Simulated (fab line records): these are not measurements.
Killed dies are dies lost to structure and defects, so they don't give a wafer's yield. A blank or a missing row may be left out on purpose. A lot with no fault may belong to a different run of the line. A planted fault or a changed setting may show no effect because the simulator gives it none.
Chamber matching	flow n5Finfet	cvdCo-01 running N5_BEOL_M0_PRE_CLEAN_131: 3 sister chambers
The step time 15 s. 18 wafers are shown with their chamber, then 9 later ones without.

WAFERS WITH THEIR CHAMBER
wafer	chamber	heaterPowerW (W)
L074.1	1	59
L074.5	0	86
L074.6	2	80
L075.2	1	61
L075.5	0	87
L075.6	1	61
L079.1	1	60
L079.3	2	82
L079.4	2	80
L081.2	2	80
L081.3	0	85
L081.5	2	80
L082.2	2	79
L082.3	1	60
L082.6	1	60
L083.3	0	88
L083.4	0	86
L083.5	2	82

SIGNATURES, as means of the wafers listed above
reading	chamber 0	chamber 1	chamber 2	scatter within a chamber
heaterPowerW	86.40	60.17	80.43	1.02
Rule: for a wafer and a chamber, the distance is found by dividing, reading by reading, the gap between the wafer's reading and the chamber's mean by the reading's scatter, squaring, summing and taking the root. If the next closest chamber is less than 2 further off than the closest, the wafer can't be placed; otherwise it belongs to the closest. The scatter: take each reading less its chamber's mean, square it, sum over the shown wafers, divide by the number of wafers less the number of chambers, and take the root.

WAFERS WITH NO CHAMBER GIVEN
wafer	heaterPowerW (W)
L085.1	79
L085.4	86
L085.6	79
L091.2	81
L091.3	90
L091.4	89
L094.2	87
L094.3	60
L094.5	88

THE CHAMBER EACH PASSED THROUGH
wafer	from the rows above	in truth
L085.1	2	2
L085.4	0	0
L085.6	2	2
L091.2	2	2
L091.3	0	0
L091.4	0	0
L094.2	0	0
L094.3	1	1
L094.5	0	0
Correctly placed: 9 of 9. Can't be placed from these rows: 0. Number placed wrongly: 0.
